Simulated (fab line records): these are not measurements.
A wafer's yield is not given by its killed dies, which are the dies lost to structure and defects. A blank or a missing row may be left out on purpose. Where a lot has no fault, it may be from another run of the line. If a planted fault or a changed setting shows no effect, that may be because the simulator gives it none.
fab line records + flow nandHarc
record:
- lots: 5
- wafers: 15
- lastDay: 24
route steps=1159 shown P_CONTACT@225 END@1159
lots untouched by any fault: they come from a run of this same line in which no faults occurred
startH: start of the lot's first displayed wafer, in hours after the record's first day + waitH: hours from the lot's prior step to this one + " same as the row above + L1.1+2: a single row standing in for several wafers + - no value, or no start was given + * or withheld: withheld + < > ~ a bound
route shown NAME@n: names a module that has steps shown in the file, with the first one's number in the route + usual: mean/standard deviation of fault-free wafers + same: alike in all rows + chamber/n: place in a boat + sites: each site's reading + _std_site: standard deviation across them + _edge_site: mean of outer sites minus mean of inner sites + radiusMm: how far each site lies from the wafer's centre + mask NAME#n: copy n + behind: the tool/chamber that last shaped the wafer + hold: what put the lot on hold/how long, in hours/how the hold closed + device: the transistor (n, p or np) that didn't switch + end of line: the same wafers' tests at the end of the route + step lacking rows: just its recipe + killed: at the first sort, the dies lost to defects and structure; wafer yield is something else + map: dies across one wafer; x = killed, . = not, _ = none there
set.NAME: the setting the step ran with; set.NAME@STEP: the setting that earlier step ran with + model.NAME: the simulator's own value behind a step, which no gauge read
lots at selected steps of the route; one table per step, one row per wafer
services: from which hour (startH, from the record's first day; less than 0 if before it) a tool's chamber was out of use, for how many hours, and why
== steps ==
step: NHARC_P_CONTACT_COAT_34
recipe:
- tempC: 225
- timeS: 65
step: NHARC_P_CONTACT_COAT_06
recipe:
- spinRpm: 1500
- resistThkNm: 90
step: NHARC_P_CONTACT_SOFTBAKE_07
recipe:
- tempC: 105
- timeS: 55
step: NHARC_P_CONTACT_EBR_08
step: NHARC_P_CONTACT_EXPOSE_09
recipe:
- na: 1.35
- targetCdNm: 90
- doseMj: 81.26
- maskId: P_CA
step: NHARC_P_CONTACT_PEB_10
recipe:
- pebTempC: 100
- pebTimeS: 65
step: NHARC_P_CONTACT_DEVELOP_11
recipe:
- developTimeS: 35
- devTempC: 23
step: NHARC_P_CONTACT_CD_MEAS_12
recipe:
- targetCdNm: 90
- landingEnergyEv: 500
usual:
- cdNm: 90.1/0.49
| lot.wafer | tool     | chamber | startH | waitH | cdNm |
|-----------|----------|---------|--------|-------|------|
| L319.1    | cdSem-02 | 0       | 119.29 | -     | 89.8 |
| L319.4    | "        | 0       | "      | "     | 89.9 |
| L319.6    | "        | 0       | "      | "     | 89.3 |
| L327.1    | cdSem-02 | 0       | 158.85 | -     | 90.8 |
| L327.4    | "        | 0       | "      | "     | 90.2 |
| L327.6    | "        | 0       | "      | "     | 90.8 |
| L334.4    | cdSem-03 | 0       | 204.21 | -     | 90.5 |
| L334.5    | "        | 0       | "      | "     | 90.5 |
| L334.6    | "        | 0       | "      | "     | 90.4 |
| L340.3    | cdSem-03 | 0       | 236.01 | -     | 90.3 |
| L340.4    | "        | 0       | "      | "     | 90.8 |
| L340.6    | "        | 0       | "      | "     | 90.7 |
| L341.1    | cdSem-02 | 0       | 241.84 | -     | 89.3 |
| L341.4    | "        | 0       | "      | "     | 90.6 |
| L341.5    | "        | 0       | "      | "     | 90.2 |
step: NHARC_P_CONTACT_OVL_MEAS_13
usual:
- overlayXNm: 0.2/0.67
- overlayYNm: -0.3/0.94
| lot.wafer | tool       | chamber | startH | waitH | overlayXNm | overlayYNm |
|-----------|------------|---------|--------|-------|------------|------------|
| L319.1    | overlay-02 | -       | 119.38 | -     | -0.4       | -0.2       |
| L319.4    | "          | -       | "      | "     | -0.3       | 0.0        |
| L319.6    | "          | -       | "      | "     | 0.0        | -0.2       |
| L327.1    | overlay-01 | -       | 158.95 | -     | 1.0        | 0.3        |
| L327.4    | "          | -       | "      | "     | 0.2        | -0.9       |
| L327.6    | "          | -       | "      | "     | 0.5        | -1.0       |
| L334.4    | overlay-01 | -       | 204.30 | -     | 1.9        | -2.1       |
| L334.5    | "          | -       | "      | "     | 1.9        | -1.5       |
| L334.6    | "          | -       | "      | "     | 1.7        | -1.4       |
| L340.3    | overlay-01 | -       | 236.09 | -     | -0.1       | -1.4       |
| L340.4    | "          | -       | "      | "     | 1.2        | -1.8       |
| L340.6    | "          | -       | "      | "     | 0.8        | -1.4       |
| L341.1    | overlay-02 | -       | 241.93 | -     | 1.7        | -0.3       |
| L341.4    | "          | -       | "      | "     | 1.3        | 0.0        |
| L341.5    | "          | -       | "      | "     | 1.4        | -0.6       |
step: NHARC_P_CONTACT_INSPECT_14
usual:
- rawDefectCount: 3.7/2.6
| lot.wafer | tool             | chamber | startH | waitH | rawDefectCount |
|-----------|------------------|---------|--------|-------|----------------|
| L319.1    | defectInspect-01 | -       | 119.42 | 0.0   | 5              |
| L319.4    | "                | -       | "      | "     | 2              |
| L319.6    | "                | -       | "      | "     | 6              |
| L327.1    | defectInspect-02 | -       | 158.98 | 0.0   | 2              |
| L327.4    | "                | -       | "      | "     | 11             |
| L327.6    | "                | -       | "      | "     | 12             |
| L334.4    | defectInspect-02 | -       | 204.33 | 0.0   | 7              |
| L334.5    | "                | -       | "      | "     | 3              |
| L334.6    | "                | -       | "      | "     | 2              |
| L340.3    | defectInspect-01 | -       | 236.13 | 0.0   | 4              |
| L340.4    | "                | -       | "      | "     | 3              |
| L340.6    | "                | -       | "      | "     | 5              |
| L341.1    | defectInspect-01 | -       | 241.96 | 0.0   | 2              |
| L341.4    | "                | -       | "      | "     | 1              |
| L341.5    | "                | -       | "      | "     | 2              |
step: NHARC_P_CONTACT_DESCUM_17
recipe:
- timeS: 3
- o2FlowSccm: 200
- arFlowSccm: 0
- biasPowerW: 0
- chemistry: O2
usual:
- drypumpMotorCurrentA: 6.0/0.56
- oesProductAu: 0.997/0.0078
- rfVppV: 57.9/0.82
- showerheadPlenumPTorr: 1.95/0.072
- throttleValvePct: 11.310/0.0099
| lot.wafer | tool       | chamber | startH | waitH | drypumpMotorCurrentA | oesProductAu | rfHoursCounterH | rfVppV | showerheadPlenumPTorr | throttleValvePct |
|-----------|------------|---------|--------|-------|----------------------|--------------|-----------------|--------|-----------------------|------------------|
| L319.4    | rieDiel-01 | 2       | 119.49 | 0.1   | 4.9                  | 0.992        | 13              | 57.1   | 2.03                  | 11.309           |
| L319.1    | "          | 3       | "      | "     | 6.7                  | 0.997        | 13              | 57.8   | 1.96                  | 11.305           |
| L319.6    | "          | 1       | "      | "     | 5.8                  | 1.007        | -               | 58.5   | 2.01                  | 11.300           |
| L327.4    | rieDiel-11 | 2       | 159.05 | 0.1   | 6.0                  | 0.988        | 16              | 59.7   | 2.02                  | 11.312           |
| L327.1    | "          | 1       | "      | "     | 6.5                  | 0.991        | 14              | 58.5   | 1.94                  | 11.313           |
| L327.6    | "          | 2       | "      | "     | 6.0                  | 0.985        | -               | 58.0   | 2.02                  | 11.310           |
| L334.4    | rieDiel-01 | 3       | 204.43 | 0.1   | 6.7                  | 0.996        | -               | 58.4   | 1.96                  | 11.297           |
| L334.5    | "          | 0       | "      | "     | 6.5                  | 0.996        | -               | 58.8   | 1.97                  | 11.310           |
| L334.6    | "          | 1       | "      | "     | 5.9                  | 0.997        | -               | 58.1   | 2.01                  | 11.318           |
| L340.3    | rieDiel-11 | 3       | 236.20 | 0.1   | 5.4                  | 1.005        | 3               | 58.1   | 1.87                  | 11.310           |
| L340.4    | "          | 0       | "      | "     | 6.4                  | 1.004        | 3               | 56.9   | 1.84                  | 11.323           |
| L340.6    | "          | 1       | "      | "     | 6.6                  | 0.996        | -               | 57.5   | 1.94                  | 11.304           |
| L341.1    | rieDiel-11 | 2       | 242.04 | 0.1   | 6.0                  | 0.995        | 5               | 56.8   | 2.02                  | 11.315           |
| L341.4    | "          | 3       | "      | "     | 5.3                  | 1.002        | 4               | 57.5   | 1.87                  | 11.316           |
| L341.5    | "          | 0       | "      | "     | 6.4                  | 0.989        | -               | 56.5   | 1.84                  | 11.307           |
step: NHARC_P_CONTACT_ETCH_35
recipe:
- targetDepthA: 390
- overEtchFrac: 0.3
- timeS: 65
- ionEnergyEv: 80
- cf4FlowSccm: 150
- arFlowSccm: 0
- rfW: 300
- biasW: 100
- chemistry: CF4
usual:
- drypumpMotorCurrentA: 6.0/0.55
- oesProductAu: 0.999/0.0068
- rfVppV: 151.7/1.1
- runLengthS: 86.5/0.41
- showerheadPlenumPTorr: 1.80/0.06
- throttleValvePct: 13.284/0.0092
| lot.wafer | tool       | chamber | startH | waitH | drypumpMotorCurrentA | oesProductAu | rfHoursCounterH | rfVppV | runLengthS | showerheadPlenumPTorr | throttleValvePct |
|-----------|------------|---------|--------|-------|----------------------|--------------|-----------------|--------|------------|-----------------------|------------------|
| L319.4    | rieDiel-01 | 1       | 119.57 | 0.1   | 5.9                  | 1.008        | 12              | 152.8  | 87.1       | 1.85                  | 13.274           |
| L319.1    | "          | 3       | "      | "     | 6.6                  | 1.005        | 13              | 151.8  | 86.2       | 1.81                  | 13.293           |
| L319.6    | "          | 1       | "      | "     | 5.9                  | 1.007        | -               | 153.8  | 87.1       | 1.85                  | 13.262           |
| L327.4    | rieDiel-11 | 1       | 159.13 | 0.1   | 6.6                  | 1.000        | 14              | 151.8  | 86.5       | 1.79                  | 13.284           |
| L327.1    | "          | 0       | "      | "     | 6.4                  | 0.995        | 15              | 149.9  | 86.3       | 1.71                  | 13.288           |
| L327.6    | "          | 1       | "      | "     | 6.6                  | 0.998        | -               | 154.1  | 86.0       | 1.79                  | 13.257           |
| L334.6    | rieDiel-01 | 1       | 204.52 | 0.1   | 5.8                  | 1.003        | -               | 154.0  | 86.9       | 1.85                  | 13.306           |
| L334.4    | "          | 3       | "      | "     | 6.6                  | 1.001        | -               | 151.5  | 85.9       | 1.81                  | 13.286           |
| L334.5    | "          | 0       | "      | "     | 6.5                  | 1.004        | -               | 150.9  | 86.2       | 1.82                  | 13.291           |
| L340.3    | rieDiel-11 | 0       | 236.28 | 0.1   | 6.4                  | 1.001        | 3               | 150.4  | 86.2       | 1.71                  | 13.277           |
| L340.4    | "          | 1       | "      | "     | 6.5                  | 1.004        | 4               | 152.2  | 86.1       | 1.79                  | 13.284           |
| L340.6    | "          | 0       | "      | "     | 6.4                  | 0.990        | -               | 150.7  | 86.6       | 1.71                  | 13.293           |
| L341.4    | rieDiel-11 | 2       | 242.12 | 0.1   | 6.0                  | 1.006        | 5               | 151.8  | 86.9       | 1.86                  | 13.263           |
| L341.1    | "          | 3       | "      | "     | 5.3                  | 1.012        | 4               | 150.8  | 86.2       | 1.73                  | 13.268           |
| L341.5    | "          | 0       | "      | "     | 6.4                  | 0.995        | -               | 150.3  | 86.1       | 1.71                  | 13.286           |
step: NHARC_P_CONTACT_ETCH_36
recipe:
- targetDepthA: 2600
- overEtchFrac: 0.25
- timeS: 406.25
- ionEnergyEv: 200
- n2FlowSccm: 150
- h2FlowSccm: 150
- arFlowSccm: 0
- rfW: 400
- biasW: 150
- chemistry: N2/H2
usual:
- drypumpMotorCurrentA: 6.0/0.57
- oesProductAu: 0.999/0.0071
- rfVppV: 431.7/2.4
- runLengthS: 427.8/0.44
- showerheadPlenumPTorr: 2.09/0.078
- throttleValvePct: 14.172/0.009
| lot.wafer | tool       | chamber | startH | waitH | drypumpMotorCurrentA | oesProductAu | rfHoursCounterH | rfVppV | runLengthS | showerheadPlenumPTorr | throttleValvePct |
|-----------|------------|---------|--------|-------|----------------------|--------------|-----------------|--------|------------|-----------------------|------------------|
| L319.4    | rieDiel-01 | 0       | 119.68 | -     | 6.5                  | 0.999        | 11              | 432.8  | 427.4      | 2.11                  | 14.179           |
| L319.1    | "          | 2       | "      | "     | 4.9                  | 1.008        | 13              | 436.0  | 427.8      | 2.17                  | 14.172           |
| L319.6    | "          | 3       | "      | "     | 6.6                  | 1.010        | -               | 430.4  | 427.5      | 2.09                  | 14.175           |
| L327.1    | rieDiel-11 | 2       | 159.22 | -     | 6.0                  | 1.000        | 16              | 434.0  | 428.1      | 2.16                  | 14.170           |
| L327.4    | "          | 3       | "      | "     | 5.3                  | 1.005        | 17              | 428.6  | 321.9      | 2.00                  | 14.164           |
| L327.6    | "          | 2       | "      | "     | 6.0                  | 0.994        | -               | 433.3  | 428.1      | 2.16                  | 14.163           |
| L334.5    | rieDiel-01 | 1       | 204.72 | -     | 5.9                  | 1.001        | -               | 434.0  | 428.5      | 2.15                  | 14.182           |
| L334.4    | "          | 3       | "      | "     | 6.6                  | 0.986        | -               | 430.8  | 427.3      | 2.09                  | 14.168           |
| L334.6    | "          | 0       | "      | "     | 6.5                  | 0.998        | -               | 432.0  | 427.7      | 2.10                  | 14.164           |
| L340.4    | rieDiel-11 | 1       | 236.42 | -     | 6.6                  | 0.997        | 4               | 430.2  | 427.7      | 2.07                  | 14.161           |
| L340.3    | "          | 2       | "      | "     | 6.0                  | 0.998        | 5               | 435.3  | 428.3      | 2.16                  | 14.156           |
| L340.6    | "          | 0       | "      | "     | 6.4                  | 0.992        | -               | 427.3  | 427.9      | 1.96                  | 14.170           |
| L341.1    | rieDiel-11 | 0       | 242.26 | -     | 6.4                  | 0.987        | 4               | 427.2  | 427.7      | 1.96                  | 14.170           |
| L341.4    | "          | 1       | "      | "     | 6.6                  | 1.004        | 5               | 429.8  | 427.4      | 2.07                  | 14.180           |
| L341.5    | "          | 3       | "      | "     | 5.3                  | 1.010        | -               | 427.6  | 427.5      | 1.99                  | 14.182           |
step: NHARC_P_CONTACT_ETCH_18
recipe:
- targetDepthA: 4810
- timeS: 240.5
- c4f8FlowSccm: 20
- o2FlowSccm: 10
- arFlowSccm: withheld
- rfW: 600
- biasW: 1500
- chemistry: C4F8/O2/Ar
usual:
- oesProductAu: 0.959/0.017
- rfVppV: 981/4.8
- runLengthS: 262.0/0.44
| lot.wafer | tool       | chamber | startH | waitH | oesProductAu | rfHoursCounterH | rfVppV | runLengthS |
|-----------|------------|---------|--------|-------|--------------|-----------------|--------|------------|
| L319.4    | rieDiel-01 | 0       | -      | -     | 0.959        | 12              | 982    | 261.8      |
| L319.1    | "          | 3       | "      | "     | 0.967        | 13              | 981    | 261.5      |
| L319.6    | "          | 0       | "      | "     | 0.964        | -               | 981    | 261.7      |
| L327.4    | rieDiel-11 | 0       | -      | -     | 0.968        | 15              | 975    | 261.8      |
| L327.1    | "          | 1       | "      | "     | 0.986        | 14              | 980    | 261.6      |
| L327.6    | "          | 3       | "      | "     | 0.963        | -               | 974    | 261.9      |
| L334.4    | rieDiel-01 | 0       | -      | -     | 0.942        | -               | 983    | 261.7      |
| L334.6    | "          | 1       | "      | "     | 0.958        | -               | 984    | 262.4      |
| L334.5    | "          | 3       | "      | "     | 0.946        | -               | 981    | 261.8      |
| L340.4    | rieDiel-11 | 3       | -      | -     | 0.975        | 3               | 975    | 262.0      |
| L340.3    | "          | 0       | "      | "     | 0.969        | 3               | 973    | 261.7      |
| L340.6    | "          | 1       | "      | "     | 0.960        | -               | 979    | 262.0      |
| L341.4    | rieDiel-11 | 1       | -      | -     | 0.967        | 5               | 979    | 261.6      |
| L341.1    | "          | 3       | "      | "     | 0.978        | 4               | 975    | 261.7      |
| L341.5    | "          | 1       | "      | "     | 0.955        | -               | 979    | 261.6      |
step: NHARC_END_SORT_01
recipe:
- tempC: 25
usual:
- killedAtArray: 29/12
- killedAtOther: 0.7/1
- killedAtPeriphery: 4/3.2
- killedDies: 34/12
- killedOpen: 3.4/2
- killedShort: 1.8/1.3
same:
- grossDies: 677
| lot.wafer | tool      | chamber | startH | waitH | hold                    | killedAtArray | killedAtOther | killedAtPeriphery | killedDies | killedOpen | killedShort |
|-----------|-----------|---------|--------|-------|-------------------------|---------------|---------------|-------------------|------------|------------|-------------|
| L319.1    | prober-01 | 0       | 463.38 | 2.5   | -                       | 14            | 0             | 8                 | 22         | 9          | 2           |
| L319.4    | prober-01 | 0       | 465.78 | 3.4   | -                       | 12            | 0             | 2                 | 14         | 3          | 2           |
| L319.6    | prober-01 | 0       | 467.37 | 4.0   | -                       | 8             | 1             | 7                 | 16         | 6          | 2           |
| L327.1    | prober-02 | 0       | 497.43 | 2.5   | awaitDispo/3.7h/release | 24            | 0             | 4                 | 28         | 8          | 1           |
| L327.4    | prober-02 | 0       | 499.81 | 3.4   | awaitDispo/3.7h/release | 21            | 0             | 656               | 677        | 3          | 0           |
| L327.6    | prober-02 | 0       | 501.41 | 4.0   | awaitDispo/3.7h/release | 27            | 0             | 10                | 37         | 6          | 4           |
| L334.4    | prober-02 | 0       | 546.94 | 3.4   | -                       | 29            | 6             | 3                 | 38         | 5          | 4           |
| L334.5    | prober-02 | 0       | 547.75 | 3.7   | -                       | 43            | 0             | 1                 | 44         | 2          | 3           |
| L334.6    | prober-02 | 0       | 548.55 | 4.0   | -                       | 34            | 1             | 3                 | 38         | 5          | 3           |
| L341.1    | prober-01 | 0       | 575.09 | 2.5   | -                       | 36            | 1             | 1                 | 38         | 2          | 2           |
| L341.4    | prober-01 | 0       | 577.45 | 3.4   | -                       | 46            | 1             | 3                 | 50         | 4          | 3           |
| L341.5    | prober-01 | 0       | 578.24 | 3.7   | -                       | 46            | 0             | 2                 | 48         | 2          | 4           |
killed by level:class
L319.1 P_M0:geometricParticle:open=3 P_GATE:geometricParticle:open=2 A_CHANNEL_HOLE_D1:chamberFilmFlake=2 A_SLIT:chamberFilmFlake=2 A_WL_FILL:chamberFilmFlake=2 A_CONTACT:chamberFilmFlake=2 P_CONTACT:geometricParticle:open=1 A_CHANNEL_HOLE_D1:geometricParticle:short=1
L319.4 A_WL_FILL:chamberFilmFlake=5 P_CONTACT:geometricParticle:open=1 A_CHANNEL_FILL_D1:geometricParticle:short=1 A_WL_FILL:geometricParticle:open=1 A_CONTACT:geometricParticle:open=1 A_M1:geometricParticle:short=1 P_STI:chamberFilmFlake=1 A_CHANNEL_HOLE_D1:chamberFilmFlake=1
L319.6 P_M0:geometricParticle:open=2 P_STI:chamberFilmFlake=2 A_CHANNEL_HOLE_D1:chamberFilmFlake=2 A_WL_FILL:chamberFilmFlake=2 P_GATE:geometricParticle:open=1 P_GATE:geometricParticle:short=1 A_CHANNEL_FILL_D1:geometricParticle:open=1 A_WL_FILL:geometricParticle:open=1
L327.1 A_CHANNEL_HOLE_D1:chamberFilmFlake=12 A_BLC:geometricParticle:open=4 A_STAIRCASE:chamberFilmFlake=4 P_M1:geometricParticle:open=2 A_WL_FILL:geometricParticle:short=1 A_CONTACT:geometricParticle:open=1 A_M0:geometricParticle:open=1 P_ZERO_WELL:chamberFilmFlake=1
L327.4 P_CONTACT:areaEtch=648 A_CHANNEL_HOLE_D1:chamberFilmFlake=10 P_ZERO_WELL:chamberFilmFlake=4 A_CONTACT:chamberFilmFlake=4 P_GATE:chamberFilmFlake=3 A_WL_FILL:chamberFilmFlake=3 A_STAIRCASE:chamberFilmFlake=2 P_GATE:geometricParticle:open=1
L327.6 A_CHANNEL_HOLE_D1:chamberFilmFlake=14 P_ZERO_WELL:chamberFilmFlake=5 A_WL_FILL:geometricParticle:open=2 A_BLC:geometricParticle:short=2 P_STI:chamberFilmFlake=2 P_GATE:chamberFilmFlake=2 A_WL_FILL:chamberFilmFlake=2 P_M0:geometricParticle:open=1
L334.4 A_CHANNEL_HOLE_D1:chamberFilmFlake=8 A_STAIRCASE:chamberFilmFlake=6 A_CONTACT:chamberFilmFlake=6 THIN_TSV:chamberFilmFlake=4 A_CONTACT:geometricParticle:open=3 P_STI:chamberFilmFlake=3 A_CHANNEL_HOLE_D1:geometricParticle:open=1 A_CHANNEL_FILL_D1:geometricParticle:short=1
L334.5 A_CHANNEL_HOLE_D1:chamberFilmFlake=23 A_STAIRCASE:chamberFilmFlake=8 A_CONTACT:chamberFilmFlake=5 A_SLIT:chamberFilmFlake=2 P_M2:geometricParticle:short=1 A_SOURCE_PLATE:geometricParticle:open=1 A_CHANNEL_HOLE_D1:geometricParticle:short=1 A_WL_FILL:geometricParticle:short=1
L334.6 A_CONTACT:chamberFilmFlake=14 A_CHANNEL_HOLE_D1:chamberFilmFlake=10 A_STAIRCASE:chamberFilmFlake=6 P_GATE:geometricParticle:short=2 P_M0:geometricParticle:open=1 A_SOURCE_PLATE:geometricParticle:open=1 A_ONON_D1:geometricParticle:open=1 A_BLC:geometricParticle:short=1
L341.1 A_SLIT:chamberFilmFlake=16 A_CHANNEL_HOLE_D1:chamberFilmFlake=6 A_CONTACT:chamberFilmFlake=6 A_CHANNEL_FILL_D1:geometricParticle:short=2 A_M1:chamberFilmFlake=2 A_ONON_D1:geometricParticle:open=1 A_CHANNEL_FILL_D1:geometricParticle:open=1 P_M0:chamberFilmFlake=1
L341.4 A_SLIT:chamberFilmFlake=16 A_CHANNEL_HOLE_D1:chamberFilmFlake=13 A_CONTACT:chamberFilmFlake=6 A_ZERO_WELL:chamberFilmFlake=2 A_M1:chamberFilmFlake=2 P_M0:geometricParticle:open=1 P_M1:geometricParticle:open=1 A_CHANNEL_HOLE_D1:geometricParticle:open=1
L341.5 A_SLIT:chamberFilmFlake=22 A_CHANNEL_HOLE_D1:chamberFilmFlake=9 A_CONTACT:chamberFilmFlake=8 P_CONTACT:geometricParticle:short=1 A_CHANNEL_FILL_D1:geometricParticle:short=1 A_WL_FILL:geometricParticle:short=1 A_BLC:geometricParticle:open=1 A_M0:geometricParticle:short=1
map L327.4 (x killed, . not)
____________x____________
_________xxxxxxx_________
_______xxxxxxxxxxx_______
______xxxxxxxxxxxxx______
_____xxxxxxxxxxxxxxx_____
____xxxxxxxxxxxxxxxxx____
____xxxxxxxxxxxxxxxxx____
___xxxxxxxxxxxxxxxxxxx___
___xxxxxxxxxxxxxxxxxxx___
__xxxxxxxxxxxxxxxxxxxxx__
__xxxxxxxxxxxxxxxxxxxxx__
_xxxxxxxxxxxxxxxxxxxxxxx_
_xxxxxxxxxxxxxxxxxxxxxxx_
_xxxxxxxxxxxxxxxxxxxxxxx_
_xxxxxxxxxxxxxxxxxxxxxxx_
_xxxxxxxxxxxxxxxxxxxxxxx_
xxxxxxxxxxxxxxxxxxxxxxxxx
xxxxxxxxxxxxxxxxxxxxxxxxx
xxxxxxxxxxxxxxxxxxxxxxxxx
xxxxxxxxxxxxxxxxxxxxxxxxx
xxxxxxxxxxxxxxxxxxxxxxxxx
_xxxxxxxxxxxxxxxxxxxxxxx_
_xxxxxxxxxxxxxxxxxxxxxxx_
_xxxxxxxxxxxxxxxxxxxxxxx_
_xxxxxxxxxxxxxxxxxxxxxxx_
_xxxxxxxxxxxxxxxxxxxxxxx_
__xxxxxxxxxxxxxxxxxxxxx__
__xxxxxxxxxxxxxxxxxxxxx__
___xxxxxxxxxxxxxxxxxxx___
___xxxxxxxxxxxxxxxxxxx___
____xxxxxxxxxxxxxxxxx____
____xxxxxxxxxxxxxxxxx____
_____xxxxxxxxxxxxxxx_____
______xxxxxxxxxxxxx______
_______xxxxxxxxxxx_______
_________xxxxxxx_________
____________x____________
map L341.4 (x killed, . not)
____________.____________
_________......._________
_______........x.._______
______.............______
_____..............._____
____.................____
____.................____
___........x..........___
___...................___
__.............x..xx...__
__.....................__
_.......x......x.x......_
_....x......x..........._
_...........x.x........._
_.....x......xxxxx......_
_...........xxx........._
..........x.xx..x........
.............x.x.x.......
....x....x..x..xxx.......
.......x....x.x.......x..
.........................
_.......xx.............._
_x......................_
_.....x................._
_x......................_
_x......................_
__...............x.....__
__.....................__
___....x....x.....x...___
___...................___
____.................____
____.................____
_____....x.........._____
______....x........______
_______..........._______
_________......._________
____________.____________
== services ==
| tool       | chamber | startH | hours | kind      |
|------------|---------|--------|-------|-----------|
| rieDiel-11 | 0       | 119.62 | -     | clean     |
| rieDiel-11 | 1       | 119.62 | -     | clean     |
| rieDiel-11 | 2       | 119.62 | -     | clean     |
| rieDiel-11 | 3       | 119.62 | -     | clean     |
| rieDiel-01 | -       | 137.88 | 9.0   | pm        |
| rieDiel-11 | 0       | 144.12 | -     | clean     |
| rieDiel-11 | 1       | 144.12 | -     | clean     |
| rieDiel-11 | 2       | 144.12 | -     | clean     |
| rieDiel-11 | 3       | 144.12 | -     | clean     |
| rieDiel-01 | 0       | 151.25 | 11.0  | repair    |
| rieDiel-11 | 0       | 168.62 | -     | clean     |
| rieDiel-11 | 1       | 168.62 | -     | clean     |
| rieDiel-11 | 2       | 168.62 | -     | clean     |
| rieDiel-11 | 3       | 168.62 | -     | clean     |
| rieDiel-01 | 1       | 174.47 | 11.1  | repair    |
| rieDiel-01 | 3       | 179.79 | 2.4   | repair    |
| rieDiel-11 | 2       | 180.50 | 3.4   | repair    |
| rieDiel-11 | -       | 189.56 | 9.0   | pm        |
| rieDiel-11 | 0       | 189.56 | 9.0   | ventCycle |
| rieDiel-11 | 1       | 189.56 | 9.0   | ventCycle |
| rieDiel-11 | 2       | 189.56 | 9.0   | ventCycle |
| rieDiel-11 | 0       | 200.84 | 2.2   | repair    |
| rieDiel-11 | 3       | 201.63 | 3.2   | repair    |
| rieDiel-01 | 2       | 203.56 | 16.8  | repair    |
== key ==
firstSign:
- step: NHARC_P_CONTACT_ETCH_36
- reading: runLengthS
- direction: down
- sigmas: 99+
- usual: *
- struck: *
effect:
- step: NHARC_END_SORT_01
- reading: killedAtPeriphery
- direction: up
- sigmas: 99+
- usual: 4
- struck: 656
moreKillsBornAt:
- NHARC_P_CONTACT_ETCH_36@rieDiel-11: 648
metAt NHARC_P_CONTACT_ETCH_36
struckWafers L327.4
laterRowsLeftOut L327.4
testerLeftOut L327
fault:
- kind: processParameterDrift
- tool: rieDiel-11
- chamber: 3
- onsetH: 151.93
- steps: NHARC_P_CONTACT_ETCH_36
- channel: timeS
- offset: *
- shape: step
- endH: 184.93
- actsIn: *
- stated: *
testerLeftOut: of these lots the tester's yield and bins aren't shown, on N5 and GAA mostly nor the transistor test; their killed dies are dies lost to structure and defects alone, not to doping, threshold or leakage, so they don't give the yield
laterRowsLeftOut: the simulator's readings of these wafers behind a module that went badly wrong aren't trusted and aren't shown, but for the sort
